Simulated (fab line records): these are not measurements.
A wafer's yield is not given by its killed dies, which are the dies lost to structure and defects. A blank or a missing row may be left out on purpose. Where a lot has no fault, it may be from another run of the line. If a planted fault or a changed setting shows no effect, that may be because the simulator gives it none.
Check of tool commonality || flow nandHarc || Sample size 2 lots and 6 wafers

== WHY IT WAS OPENED ==
On 2 of the 2 lots, a flag is raised at NHARC_END_SORT_01 on the reading killedDies. Fault-free wafers read 30, with a standard deviation of 9.1.
Rule: flag the lot when none of its wafers has a number, or when each of its wafers that has one lies beyond 4 standard deviations from that mean. All remaining lots are regarded as sound.

{"lot": "L102", "measured": "day 21 11:17", "on": "prober-01", "killedDies, wafer by wafer": "103 100 72", "flag": "FLAGGED"}
{"lot": "L104", "measured": "day 22 10:04", "on": "prober-02", "killedDies, wafer by wafer": "109 87 79", "flag": "FLAGGED"}
The mean of the flagged lots' numbers is 92, +62 from the usual (+7 standard deviations).

== LOT BY LOT: THE TOOL USED ==
2 process steps preceding the reading are held in the record, out of 1159 steps in the route. In each cell: the tool, then ch and the chambers that the sampled wafers went through, then the start.
{"lot": "L102", "flag": "FLAGGED", "NHARC_A_STAIRCASE_STRIP_206": "wetBench-09 ch 0,5,6, day 13 14:34", "NHARC_A_BONDPAD_PRE_CLEAN_26": "pvdSputter-01, day 20 10:31 or earlier"}
{"lot": "L104", "flag": "FLAGGED", "NHARC_A_STAIRCASE_STRIP_206": "wetBench-09 ch 1,5,6, day 14 16:19", "NHARC_A_BONDPAD_PRE_CLEAN_26": "pvdSputter-03, day 21 07:19 or earlier"}
These steps, and what they do:
- NHARC_A_STAIRCASE_STRIP_206: strips in SPM, time 900 s.
- NHARC_A_BONDPAD_PRE_CLEAN_26: time 30 s.
- NHARC_END_SORT_01

== FLAGGED AGAINST TOTAL, ONE TOOL AT A TIME (gauges that did the reading follow at the end) ==
{"step": "NHARC_A_STAIRCASE_STRIP_206", "tool": "wetBench-09", "lots run": 2, "flagged": 2, "share of the flagged lots": "all", "sound lots run after its first flagged lot": 0}
{"step": "NHARC_A_BONDPAD_PRE_CLEAN_26", "tool": "pvdSputter-01", "lots run": 1, "flagged": 1, "share of the flagged lots": "some", "sound lots run after its first flagged lot": 0}
{"step": "NHARC_A_BONDPAD_PRE_CLEAN_26", "tool": "pvdSputter-03", "lots run": 1, "flagged": 1, "share of the flagged lots": "some", "sound lots run after its first flagged lot": 0}
{"step": "NHARC_END_SORT_01", "tool": "prober-01", "lots run": 1, "flagged": 1, "share of the flagged lots": "some", "sound lots run after its first flagged lot": 0}
{"step": "NHARC_END_SORT_01", "tool": "prober-02", "lots run": 1, "flagged": 1, "share of the flagged lots": "some", "sound lots run after its first flagged lot": 0}
With no start given for some of its lots, NHARC_A_BONDPAD_PRE_CLEAN_26 uses the hours and lot order of NHARC_A_BONDPAD_THK_MEAS_20.

== WHAT THE TABLE PERMITS ==
Rows of the table that ran each flagged lot: 1, that is wetBench-09 at NHARC_A_STAIRCASE_STRIP_206.
- wetBench-09 at NHARC_A_STAIRCASE_STRIP_206 ran 2 lots, 2 of them flagged. Because this sample shows no sound lot run on it before its first flagged lot, the start cannot be pinned down more closely.
wetBench-09 at NHARC_A_STAIRCASE_STRIP_206 is the single tool remaining.

== WHAT HAD BEEN PUT IN BY THE SIMULATOR ==
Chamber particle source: wetBench-09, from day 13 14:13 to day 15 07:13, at NHARC_A_STAIRCASE_STRIP_206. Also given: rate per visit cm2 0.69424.
Struck lots among those shown: L102, L104. The same result came from the rule above.
